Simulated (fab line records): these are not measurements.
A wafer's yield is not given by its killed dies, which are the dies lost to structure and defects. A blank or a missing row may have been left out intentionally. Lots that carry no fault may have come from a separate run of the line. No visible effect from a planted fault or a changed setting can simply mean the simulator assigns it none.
What tool caused it? | flow nand_harc | 14 lots with 42 wafers sampled at 4 steps, on a route of 1302 steps

== WHAT THE GAUGES READ, wafer by wafer ==
NHARC_A_ONON_D2_THK_MEAS_11: measures by ellipsometry. Usual: thk_nm reads 1001 nm (standard deviation 7.9).
lot  | measured     | on            | thk_nm (nm)    | flag
L576 | day 11 23:54 | film_metro-01 | 1000 1003 1003 |
L578 | day 13 12:34 | film_metro-02 | 385 385 383    | OFF
L579 | day 14 15:11 | film_metro-01 | 378 381 380    | OFF
L581 | day 15 06:25 | film_metro-01 | 996 998 995    |
L588 | day 17 20:31 | film_metro-01 | 997 996 994    |
L589 | day 17 20:31 | film_metro-02 | 1000 1000 999  |
L590 | day 19 09:52 | film_metro-01 | 994 995 992    |
L592 | day 19 09:46 | film_metro-02 | 1009 1006 1007 |
L594 | day 19 21:56 | film_metro-01 | 1010 1008 1009 |
L596 | day 20 13:53 | film_metro-01 | 997 997 997    |
L595 | day 20 13:53 | film_metro-02 | 990 991 991    |
L597 | day 21 02:31 | film_metro-01 | 987 987 987    |
L598 | day 21 10:04 | film_metro-01 | 1009 1007 1009 |
L599 | day 22 13:29 | film_metro-01 | 1017 1019 1019 |

NHARC_END_SORT_01. Usual: killed_at_array 64, standard deviation 20; killed_at_other 0.7, standard deviation 1.1; killed_at_periphery 3.6, standard deviation 2.7; killed_dies 68, standard deviation 20; killed_open 2.8, standard deviation 1.9; killed_short 2.3, standard deviation 1.5.
lot  | measured     | on        | killed_at_array | killed_at_other | killed_at_periphery | killed_dies | killed_open | killed_short | flag
L578 | day 24 19:37 | prober-02 | 673 675 676     | 0 0 0           | 4 2 1               | 677 677 677 | 1 1 2       | 4 1 2        | OFF
L579 | day 26 10:49 | prober-02 | 675 673 673     | 0 0 0           | 2 4 4               | 677 677 677 | 2 4 0       | 1 1 6        | OFF

== WHAT TOOL EACH LOT RAN ON (gives the tool, then ch and the chambers of the sampled wafers, and finally the start) ==
lot  | NHARC_A_CHANNEL_FILL_D1_STRIP_29              | NHARC_A_ONON_D2_DEP_09
L576 | rie_diel-10 ch 2,3, day 11 23:23 or earlier   | pecvd_onon-01 ch 0, day 11 23:23
L578 | rie_diel-10 ch 0,1,3, day 13 12:04 or earlier | pecvd_onon-01 ch 0, day 13 12:04
L579 | rie_diel-10 ch 1,3, day 14 14:40 or earlier   | pecvd_onon-01 ch 0, day 14 14:40
L581 | rie_diel-10 ch 0,3, day 15 06:01 or earlier   | pecvd_onon-03 ch 0, day 15 06:01
L588 | rie_diel-10 ch 1,2,3, day 17 20:00 or earlier | pecvd_onon-03 ch 0, day 17 20:00
L589 | rie_diel-07 ch 2,3, day 17 20:00 or earlier   | pecvd_onon-01 ch 0, day 17 20:00
L590 | rie_diel-07 ch 1,2, day 19 09:21 or earlier   | pecvd_onon-03 ch 0, day 19 09:21
L592 | rie_diel-07 ch 1,2,3, day 19 09:16 or earlier | pecvd_onon-01 ch 0, day 19 09:16
L594 | rie_diel-11 ch 1,2, day 19 21:36 or earlier   | pecvd_onon-02 ch 0, day 19 21:36
L596 | rie_diel-11 ch 1,3, day 20 13:23 or earlier   | pecvd_onon-03 ch 0, day 20 13:23
L595 | rie_diel-07 ch 2,3, day 20 13:22 or earlier   | pecvd_onon-02 ch 0, day 20 13:22
L597 | rie_diel-07 ch 1,2,3, day 21 02:01 or earlier | pecvd_onon-03 ch 0, day 21 02:01
L598 | rie_diel-11 ch 0,1,3, day 21 09:33 or earlier | pecvd_onon-03 ch 0, day 21 09:33
L599 | rie_diel-07 ch 0,2,3, day 22 12:58 or earlier | pecvd_onon-03 ch 0, day 22 12:58
- NHARC_A_CHANNEL_FILL_D1_STRIP_29: strips in O2, time 20 s.
- NHARC_A_ONON_D2_DEP_09: target thk 1000 nm.

== AS READ BY THE TOOLS THEMSELVES (means over the sampled wafers that have a number; for cases with no such wafer, the mark the record gives instead) ==
NHARC_A_CHANNEL_FILL_D1_STRIP_29. Usual: drypump_motor_current_A 5.7 A, standard deviation 0.42; oes_product_au 1.003 a.u., standard deviation 0.015; rf_vpp_V 57.8 V, standard deviation 0.84; showerhead_plenum_p_Torr 3.54 Torr, standard deviation 0.099; throttle_valve_pct 17.037 %, standard deviation 0.0086.
lot  | tool        | drypump_motor_current_A (A) | oes_product_au (a.u.) | rf_vpp_V (V) | showerhead_plenum_p_Torr (Torr) | throttle_valve_pct (%) | flag
L576 | rie_diel-10 | 6.1                         | 0.992                 | 57.9         | 3.60                            | 17.035                 |
L578 | rie_diel-10 | 5.8                         | 0.998                 | 57.2         | 3.60                            | 17.036                 |
L579 | rie_diel-10 | 6.1                         | 0.993                 | 57.1         | 3.62                            | 17.038                 |
L581 | rie_diel-10 | 6.1                         | 1.002                 | 57.8         | 3.66                            | 17.029                 |
L588 | rie_diel-10 | 5.8                         | 1.000                 | 58.0         | 3.53                            | 17.045                 |
L589 | rie_diel-07 | 5.5                         | 1.022                 | 57.0         | 3.54                            | 17.036                 |
L590 | rie_diel-07 | 5.5                         | 0.988                 | 57.7         | 3.51                            | 17.038                 |
L592 | rie_diel-07 | 5.5                         | 1.005                 | 57.4         | 3.52                            | 17.037                 |
L594 | rie_diel-11 | 5.5                         | 0.998                 | 58.5         | 3.57                            | 17.038                 |
L596 | rie_diel-11 | 5.3                         | 1.006                 | 58.0         | 3.70                            | 17.035                 |
L595 | rie_diel-07 | 5.5                         | 1.021                 | 57.5         | 3.54                            | 17.035                 |
L597 | rie_diel-07 | 5.5                         | 1.004                 | 57.8         | 3.52                            | 17.038                 |
L598 | rie_diel-11 | 5.3                         | 0.990                 | 58.7         | 3.64                            | 17.032                 |
L599 | rie_diel-07 | 5.7                         | 1.009                 | 57.9         | 3.48                            | 17.043                 |

== THE ANSWER, worked out from the rows above alone ==
Rule: lot off if the mean of its wafers having a number is beyond 3 standard deviations from the usual mean. A lot without any number at a reading at which 4 lots or more have one is off too. Any other lot the step has rows for is counted as sound. Order of review: gauges by route order, followed by the tools' own readings, for which a lot's mean as printed above is used. The first step at which some lot is off is used, and at that step the reading that is off furthest; a lot without a number counts as furthest.
Off: L578, L579, at NHARC_A_ONON_D2_THK_MEAS_11 (thk_nm).
If a tool, at a process step before that reading, ran all the lots that are off and no sound lot after the first of them, it fits. The gauges at NHARC_A_ONON_D2_THK_MEAS_11 aren't tried: what is off there is off at NHARC_END_SORT_01 too, on other tools, and a gauge's error can't cause that. With no start given for some of its lots, NHARC_A_CHANNEL_FILL_D1_STRIP_29 uses the hours and lot order of NHARC_A_ONON_D2_DEP_09. Not one of the candidates tried fits.

== WHAT THE SIMULATOR HAD PUT IN ==
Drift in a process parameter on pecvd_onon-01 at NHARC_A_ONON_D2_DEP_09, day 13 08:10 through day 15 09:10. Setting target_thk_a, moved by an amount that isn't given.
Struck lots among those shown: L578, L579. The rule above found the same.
